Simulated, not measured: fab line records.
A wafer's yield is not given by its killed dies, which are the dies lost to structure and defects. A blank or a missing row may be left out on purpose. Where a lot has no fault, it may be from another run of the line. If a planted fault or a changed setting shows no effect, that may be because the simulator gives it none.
What tool caused it? :: flow nand-harc :: 12 lots (36 wafers sampled), 1 step of a 1159-step route

## WHAT EACH GAUGE READ, for each wafer
NHARC_P_STI_OCD_MEAS_43.
lot: L075
measured: day 2 16:56
on: ocd-01
trench-depth-nm (nm): 308 305 305

lot: L077
measured: day 3 05:08
on: ocd-02
trench-depth-nm (nm): 295 303 301

lot: L079
measured: day 3 18:31
on: ocd-01
trench-depth-nm (nm): 292 299 302

lot: L081
measured: day 4 08:30
on: ocd-02
trench-depth-nm (nm): 298 300 300

lot: L083
measured: day 4 20:52
on: ocd-02
trench-depth-nm (nm): 301 299 305

lot: L085
measured: day 5 05:52
on: ocd-02
trench-depth-nm (nm): 300 301 304

lot: L087
measured: day 5 21:08
on: ocd-02
trench-depth-nm (nm): 296 295 300

lot: L089
measured: day 6 06:54
on: ocd-01
trench-depth-nm (nm): 297 297 296

lot: L091
measured: day 6 15:05
on: ocd-01
trench-depth-nm (nm): 305 294 295

lot: L093
measured: day 7 06:53
on: ocd-02
trench-depth-nm (nm): 295 301 294

lot: L095
measured: day 7 21:10
on: ocd-01
trench-depth-nm (nm): 299 306 295

lot: L097
measured: day 8 07:59
on: ocd-01
trench-depth-nm (nm): 295 309 299

## WHAT TOOL EACH LOT RAN ON (gives the tool, then ch and the chambers of the sampled wafers, and finally the start)
No process step before these readings appears in the record.

## THE ANSWER, worked out from the rows above alone
Rule: the usual values come from the lots themselves. Put in order of their means at a reading, lots are off if they are a third of the lots or fewer, leave a main group of 4 or more, and stand apart from it by a gap of 3 or more times the standard deviation of the main group's means; of several such gaps the widest counts. A main group is skipped when, at the precision printed for the reading in the tables above, its means are all equal. Also off: a lot with no number at a reading for which 4 or more lots have one. Where the step has rows for the other lots, those lots are counted as sound.
No lot is off on any of the readings shown, so nothing can be concluded from this.

## WHAT THE SIMULATOR HAD INSERTED
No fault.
